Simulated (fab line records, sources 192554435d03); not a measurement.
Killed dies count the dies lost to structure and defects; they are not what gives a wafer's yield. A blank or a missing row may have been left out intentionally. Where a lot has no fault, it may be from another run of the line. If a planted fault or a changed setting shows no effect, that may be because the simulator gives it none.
fab line records	flow n5Finfet
record lots=11	wafers=33	lastDay=18
route steps=1938 shown FIN_SAQP@112 PASSIVATION@1936
lots that met no fault: taken from a fault-free run of the same line
startH: the number of hours between the record's first day and the start of the first shown wafer of the lot	waitH: time in hours since the lot's previous step	" unchanged from the row above	L1.1+2: several wafers, shown together as one row	- either no value or no given start	* or withheld: withheld	< > ~ a bound
route shown NAME@n: a module of which the file shows steps, and the number in the route of the first	usual: mean/standard deviation taken from wafers without a fault	same: alike in all rows	chamber/n: place in a boat	sites: readings site by site	_std_site: their standard deviation	_edge_site: mean of outer sites minus mean of inner sites	radiusMm: how far each site lies from the wafer's centre	mask NAME#n: copy n	behind: the last tool/chamber to shape the wafer	hold: reason for holding the lot/hours on hold/outcome of the hold	device: names the non-switching transistor (n, p or np)	end of line: the same wafers' tests at the end of the route	step lacking rows: just its recipe	killed: not the wafer's yield, but the dies lost to structure and defects at the first sort	map: shows each die of a wafer: x if killed, . if not, _ if none is there
set.NAME: the run value of the setting; set.NAME@STEP: its run value at that earlier step	model.NAME: the simulator's own value behind a step, which no gauge read
route steps across a sampled set of lots; one table per step, one row per wafer
services: the hour from which a tool's chamber was out of use, counted from the record's first day as startH (under 0 if before that day), plus the number of hours and why
## steps
# step N5_FIN_SAQP_OVL_MEAS_17
# recipe pointsPerWafer=44
# usual FIN_CORE_OVL=-0.2/0.69
lot.wafer	tool	chamber	startH	waitH	FIN_CORE_OVL[nm]
L215.3	overlay-02	0	22.17	0.0	0.0
L215.5	"	0	"	"	0.0
L215.6	"	0	"	"	-0.6
L217.1	overlay-01	0	33.38	0.0	-0.4
L217.4	"	0	"	"	0.2
L217.6	"	0	"	"	-0.5
L218.2	overlay-02	0	39.85	0.0	-1.5
L218.3	"	0	"	"	0.0
L218.4	"	0	"	"	-1.7
L221.1	overlay-01	0	58.08	0.0	-0.4
L221.2	"	0	"	"	-0.2
L221.3	"	0	"	"	-0.7
L222.2	overlay-01	0	64.26	0.0	-0.5
L222.4	"	0	"	"	-0.1
L222.6	"	0	"	"	-0.3
L223.2	overlay-01	0	72.20	0.0	-1.5
L223.3	"	0	"	"	-0.8
L223.6	"	0	"	"	-0.6
L230.1	overlay-02	0	111.82	0.0	0.0
L230.3	"	0	"	"	0.7
L230.4	"	0	"	"	0.0
L231.2	overlay-01	0	117.57	0.0	-0.4
L231.3	"	0	"	"	-0.1
L231.5	"	0	"	"	-0.1
L234.1	overlay-02	0	136.39	0.0	0.2
L234.4	"	0	"	"	-1.3
L234.6	"	0	"	"	-0.2
L235.1	overlay-02	0	141.80	0.0	1.5
L235.2	"	0	"	"	0.5
L235.3	"	0	"	"	-0.5
L238.2	overlay-02	0	159.29	0.0	-0.6
L238.4	"	0	"	"	0.6
L238.5	"	0	"	"	-0.2
# step N5_FIN_SAQP_DESCUM_21
# recipe chemistry=O2	timeS=7.9	sourcePowerW=50	biasPowerW=20	pressureMtorr=20	rfFrequencyHz=2.712e+07	tempC=40	resist=CAR-ArF	o2FlowSccm=225
# usual drypumpMotorCurrentA=5.7/0.4	oesProductAu=0.75/0.081	rfVppV=243.1/1.6	showerheadPlenumPTorr=2.08/0.096	throttleValvePct=20.36/0.15
lot.wafer	tool	chamber	startH	waitH	drypumpMotorCurrentA	oesProductAu	rfHoursCounterH	rfVppV	showerheadPlenumPTorr	throttleValvePct
L215.3	rieDiel-05	2	22.23	0.0	5.4	0.79	116	241.3	1.92	20.17
L215.5	"	2	"	"	5.4	0.79	-	240.0	1.92	20.18
L215.6	"	1	"	"	6.2	0.81	-	244.2	2.19	20.38
L217.1	rieDiel-04	2	33.54	0.1	5.3	0.72	178	243.2	2.06	20.44
L217.4	"	1	"	"	5.4	0.71	-	243.6	2.19	20.25
L217.6	"	3	"	"	6.0	0.68	-	241.4	2.06	20.14
L218.2	rieDiel-05	2	39.90	0.0	5.4	0.80	121	240.0	1.92	20.18
L218.3	"	3	"	"	5.6	0.70	231	242.9	2.03	20.63
L218.4	"	1	"	"	6.1	0.81	107	245.2	2.19	20.38
L221.1	rieDiel-05	2	58.14	0.0	5.5	0.79	127	241.5	1.92	20.18
L221.2	"	3	"	"	5.5	0.69	237	242.2	2.03	20.65
L221.3	"	1	"	"	6.1	0.80	112	245.1	2.18	20.39
L222.2	rieDiel-05	0	64.32	0.0	5.1	0.72	225	243.1	2.15	20.25
L222.4	"	1	"	"	6.1	0.80	114	243.7	2.18	20.42
L222.6	"	1	"	"	6.1	0.80	-	245.1	2.18	20.41
L223.2	rieDiel-05	3	72.26	0.0	5.5	0.69	242	244.5	2.03	20.65
L223.3	"	1	"	"	6.1	0.80	117	244.8	2.18	20.40
L223.6	"	2	"	"	5.4	0.79	-	241.6	1.92	20.19
L230.1	rieDiel-04	3	111.88	0.0	6.0	0.65	248	244.2	2.05	20.19
L230.3	"	0	"	"	5.6	0.93	21	247.1	2.24	20.44
L230.4	"	3	"	"	6.1	0.66	-	242.0	2.05	20.19
L231.2	rieDiel-04	1	117.63	0.0	5.5	0.70	199	244.9	2.18	20.29
L231.3	"	2	"	"	5.3	0.68	212	243.2	2.05	20.49
L231.5	"	2	"	"	5.3	0.69	-	242.2	2.05	20.49
L234.1	rieDiel-02	0	136.45	0.0	6.1	0.70	195	242.1	2.01	20.37
L234.4	"	2	"	"	5.6	0.70	-	242.2	2.05	20.52
L234.6	"	0	"	"	6.1	0.69	-	240.3	2.01	20.36
L235.1	rieDiel-02	0	141.97	0.1	6.1	0.70	198	242.1	2.01	20.37
L235.2	"	2	"	"	5.6	0.70	226	242.2	2.05	20.53
L235.3	"	3	"	"	6.5	0.70	197	242.5	2.08	20.21
L238.2	rieDiel-02	2	159.35	0.0	5.6	0.70	233	240.6	2.05	20.54
L238.4	"	0	"	"	6.2	0.68	205	241.1	2.01	20.37
L238.5	"	1	"	"	5.9	0.98	-	244.1	2.18	20.29
# step N5_FIN_SAQP_ETCH_65
# recipe chemistry=CF4	target=SiO2	targetDepthA=40	ionEnergyEv=350	timeS=4.4	pressureMtorr=10	icpW=800	biasW=400	cf4FlowSccm=80
# usual drypumpMotorCurrentA=5.6/0.45	oesProductAu=1.000/0.022	rfFwdPowerW=791/3.4	throttleValvePct=21.80/0.25
lot.wafer	tool	chamber	startH	waitH	drypumpMotorCurrentA	oesProductAu	rfFwdPowerW	rfHoursCounterH	throttleValvePct
L215.3	rieSi-05	2	25.13	0.1	6.4	0.970	790	141	21.94
L215.5	"	1	"	"	5.7	0.995	787	-	21.64
L215.6	"	0	"	"	5.2	1.011	793	-	21.90
L217.1	rieSi-03	2	35.98	0.1	6.0	1.039	790	18	22.00
L217.4	"	0	"	"	5.7	0.971	787	90	22.06
L217.6	"	0	"	"	5.6	0.964	789	-	22.07
L218.2	rieSi-03	1	42.74	0.1	5.1	1.006	790	127	21.61
L218.3	"	3	"	"	6.0	1.001	793	40	21.71
L218.4	"	0	"	"	5.6	0.970	790	90	22.06
L221.1	rieSi-03	0	60.31	0.1	5.7	0.968	785	90	22.06
L221.2	"	3	"	"	6.0	1.000	787	40	21.71
L221.3	"	2	"	"	6.1	1.033	790	18	22.02
L222.2	rieSi-03	2	66.72	0.1	6.0	1.040	792	18	22.01
L222.4	"	0	"	"	5.7	0.969	790	91	22.06
L222.6	"	3	"	"	6.0	1.000	791	-	21.71
L223.2	rieSi-03	1	74.85	0.1	5.1	1.009	783	128	21.61
L223.3	"	2	"	"	6.0	1.038	786	19	22.00
L223.6	"	1	"	"	5.1	0.996	784	-	21.59
L230.1	rieSi-03	0	114.06	0.1	5.7	0.984	789	91	22.06
L230.3	"	1	"	"	5.1	1.011	786	129	21.61
L230.4	"	3	"	"	6.0	1.010	792	41	21.70
L231.2	rieSi-05	1	119.81	0.1	5.7	0.998	786	55	21.62
L231.3	"	3	"	"	5.3	0.984	790	126	21.85
L231.5	"	2	"	"	6.4	0.987	791	-	21.94
L234.1	rieSi-03	3	138.71	0.1	6.0	1.002	793	42	21.72
L234.4	"	1	"	"	5.1	1.011	787	129	21.62
L234.6	"	2	"	"	6.1	1.044	789	-	21.99
L235.1	rieSi-05	0	144.85	0.1	5.3	1.020	792	60	21.93
L235.2	"	3	"	"	5.3	0.985	793	126	21.83
L235.3	"	2	"	"	6.4	0.983	792	143	21.96
L238.2	rieSi-05	3	161.55	0.1	5.3	0.979	795	127	21.84
L238.4	"	0	"	"	5.3	1.013	790	60	21.91
L238.5	"	0	"	"	5.3	1.013	794	-	21.90
# step N5_FIN_SAQP_MANDREL_ETCH_58
# recipe chemistry=HBr/Cl2	target=a-Si	targetDepthA=450	btTimeS=10	stopOn=SiNx	maskMaterial=SiO2	overEtchFrac=0.8	timeS=27	pressureMtorr=10	icpW=800	biasW=75	HBr_flow_sccm=150	Cl2_flow_sccm=80	ends=endPoint
# usual drypumpMotorCurrentA=5.6/0.44	oesProductAu=0.695/0.013	rfFwdPowerW=794.8/2.9	throttleValvePct=35.6/0.43
# same overEtchFrac=0.8
lot.wafer	tool	chamber	startH	waitH	drypumpMotorCurrentA	oesProductAu	rfFwdPowerW	rfHoursCounterH	throttleValvePct
L215.3	rieSi-05	2	25.17	0.0	6.4	0.681	795.5	141	35.6
L215.5	"	1	"	"	5.7	0.683	796.4	-	35.5
L215.6	"	0	"	"	5.3	0.694	794.5	-	35.6
L217.1	rieSi-03	2	36.01	0.0	6.0	0.709	797.5	18	36.0
L217.4	"	0	"	"	5.6	0.686	793.7	90	36.0
L217.6	"	0	"	"	5.7	0.687	793.4	-	36.0
L218.2	rieSi-03	1	42.78	0.0	5.1	0.690	797.0	127	35.1
L218.3	"	3	"	"	6.0	0.696	794.6	40	35.5
L218.4	"	0	"	"	5.7	0.683	792.8	90	36.0
L221.1	rieSi-03	0	60.35	0.0	5.6	0.678	794.8	90	36.1
L221.2	"	3	"	"	6.0	0.698	795.5	40	35.5
L221.3	"	2	"	"	6.0	0.718	795.7	18	36.0
L222.2	rieSi-03	2	66.75	0.0	6.0	0.712	794.5	18	36.0
L222.4	"	0	"	"	5.6	0.699	794.7	91	36.0
L222.6	"	3	"	"	6.0	0.695	794.6	-	35.5
L223.2	rieSi-03	1	74.88	0.0	5.1	0.685	792.3	128	35.1
L223.3	"	2	"	"	6.0	0.711	796.3	19	36.0
L223.6	"	1	"	"	5.1	0.683	792.3	-	35.1
L230.1	rieSi-03	0	114.09	0.0	5.7	0.675	313.5	91	36.1
L230.3	"	1	"	"	5.1	0.683	308.2	129	35.1
L230.4	"	3	"	"	6.0	0.695	317.1	41	35.5
L231.2	rieSi-05	1	119.84	0.0	5.7	0.688	792.9	55	35.4
L231.3	"	3	"	"	5.3	0.683	795.6	126	35.9
L231.5	"	2	"	"	6.4	0.694	792.1	-	35.6
L234.1	rieSi-03	3	138.75	0.0	6.0	0.685	315.4	42	35.5
L234.4	"	1	"	"	5.1	0.689	313.2	129	35.1
L234.6	"	2	"	"	6.1	0.723	315.1	-	36.0
L235.1	rieSi-05	0	144.88	0.0	5.3	0.700	795.0	60	35.6
L235.2	"	3	"	"	5.4	0.695	795.7	126	35.9
L235.3	"	2	"	"	6.4	0.698	794.8	143	35.5
L238.2	rieSi-05	3	161.58	0.0	5.3	0.691	790.9	127	35.9
L238.4	"	0	"	"	5.3	0.699	798.5	60	35.6
L238.5	"	0	"	"	5.3	0.684	794.9	-	35.6
# step N5_PASSIVATION_PROBE_49
# usual killed_at_M0_to_M3=34/11	killed_at_M4_up=13/5.2	killedAtContacts=13/6.3	killedAtFrontEnd=40/14	killedAtOther=3.2/2.4	killedDies=104/19	killedOpen=69/14	killedShort=32/7.5
# same grossDies=1180	killedAtBackSide=0
lot.wafer	tool	chamber	startH	waitH	killed_at_M0_to_M3	killed_at_M4_up	killedAtContacts	killedAtFrontEnd	killedAtOther	killedDies	killedOpen	killedShort
L218.2	prober-01	-	287.47	0.1	32	14	17	42	2	107	73	34
L218.3	prober-01	-	287.52	0.1	43	18	21	26	1	109	79	29
L218.4	prober-01	-	287.57	0.2	26	13	23	42	2	106	68	38
L234.1	prober-02	-	387.37	0.0	33	8	13	41	2	97	69	24
L234.4	prober-02	-	387.52	0.2	38	7	11	39	5	100	56	39
L234.6	prober-02	-	387.62	0.3	50	10	6	34	1	101	70	28
# killed by level:class
L218.2 MOL_CONTACT_COAG:geometricParticle:open=12 BEOL_M2:geometricParticle:open=11 FIN_SAQP:geometricParticle:open=10 FIN_SAQP:geometricParticle:short=7 BEOL_M4:geometricParticle:open=6 BEOL_M0_SAQP:geometricParticle:open=6 STI_FIN_REVEAL:geometricParticle:open=5 MOL_CONTACT_COAG:geometricParticle:short=5
L218.3 MOL_CONTACT_COAG:geometricParticle:open=20 BEOL_M1:geometricParticle:open=12 BEOL_M0_SAQP:geometricParticle:open=12 BEOL_M0_SAQP:geometricParticle:short=8 STI_FIN_REVEAL:geometricParticle:open=5 BEOL_M4:geometricParticle:open=5 BEOL_M2:geometricParticle:open=4 FIN_SAQP:geometricParticle:short=3
L218.4 MOL_CONTACT_COAG:geometricParticle:open=20 FIN_SAQP:geometricParticle:open=8 BEOL_M2:geometricParticle:open=8 FIN_SAQP:geometricParticle:short=8 STI_FIN_REVEAL:geometricParticle:open=6 BEOL_M0_SAQP:geometricParticle:open=6 GATE_CUT:geometricParticle:short=5 STI_FIN_REVEAL:geometricParticle:short=4
L234.1 BEOL_M0_SAQP:geometricParticle:open=12 MOL_CONTACT_COAG:geometricParticle:open=11 FIN_SAQP:geometricParticle:short=7 STI_FIN_REVEAL:geometricParticle:open=7 BEOL_M1:geometricParticle:open=7 BEOL_M2:geometricParticle:open=6 FIN_SAQP:geometricParticle:open=5 DUMMY_GATE:geometricParticle:open=4
L234.4 BEOL_M0_SAQP:geometricParticle:short=12 MOL_CONTACT_COAG:geometricParticle:open=10 BEOL_M0_SAQP:geometricParticle:open=9 FIN_SAQP:geometricParticle:short=8 DUMMY_GATE:geometricParticle:open=6 GATE_CUT:geometricParticle:short=6 STI_FIN_REVEAL:geometricParticle:open=4 BEOL_M3:geometricParticle:open=4
L234.6 BEOL_M0_SAQP:geometricParticle:open=12 BEOL_M3:geometricParticle:open=11 BEOL_M0_SAQP:geometricParticle:short=10 BEOL_M1:geometricParticle:open=9 STARTING-WAFER:geometricParticle:open=6 FIN_SAQP:geometricParticle:open=5 FIN_SAQP:geometricParticle:short=5 DUMMY_GATE:geometricParticle:open=4
## services
tool	chamber	startH	hours	kind
rieDiel-04	1	6.90	4.8	repair
rieSi-03	-	11.05	0.1	repair
rieDiel-04	0	21.89	-	clean
rieDiel-04	0	21.89	-	consumableReplace:focusRing
rieDiel-04	0	21.89	-	consumableReplace:showerhead
rieDiel-04	0	21.89	32.3	scheduledDown
rieDiel-04	0	21.89	32.3	ventCycle
rieDiel-05	-	46.75	2.8	pm
rieDiel-02	-	63.88	0.1	repair
rieDiel-04	1	84.16	5.7	repair
rieDiel-05	3	98.30	-	clean
rieDiel-05	3	98.30	-	consumableReplace:focusRing
rieDiel-05	3	98.30	19.9	scheduledDown
rieDiel-05	3	98.30	19.9	ventCycle
rieSi-03	0	104.55	5.4	repair
rieSi-05	-	107.59	2.8	pm
rieDiel-04	3	117.89	-	clean
rieDiel-04	3	117.89	-	consumableReplace:focusRing
rieDiel-05	0	132.26	-	clean
rieDiel-05	0	132.26	-	consumableReplace:focusRing
rieDiel-05	0	132.26	24.3	scheduledDown
rieDiel-05	0	132.26	24.3	ventCycle
rieSi-05	1	140.86	2.5	repair
rieDiel-04	3	143.18	13.8	repair
## key
firstSign step=N5_FIN_SAQP_MANDREL_ETCH_58	reading=rfFwdPowerW	direction=down	sigmas=99+	usual=*	struck=*
effect none on later readings
metAt N5_FIN_SAQP_MANDREL_ETCH_58
struckLots L230,L234
testerLeftOut L230,L234
notActingAt N5_FIN_SAQP_OVL_MEAS_17,N5_FIN_SAQP_DESCUM_21,N5_FIN_SAQP_ETCH_65
onsetBetween 74.88 114.09
fault kind=processParameterDrift	tool=rieSi-03	chamber=-	onsetH=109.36	steps=N5_FIN_SAQP_MANDREL_ETCH_58	channel=icpW	offset=-480	shape=step	endH=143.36	actsIn=theseRecipesOnly	stated=800
# testerLeftOut: of these lots the tester's yield and bins aren't shown, on N5 and GAA mostly nor the transistor test; their killed dies are dies lost to structure and defects alone, not to doping, threshold or leakage, so they don't give the yield
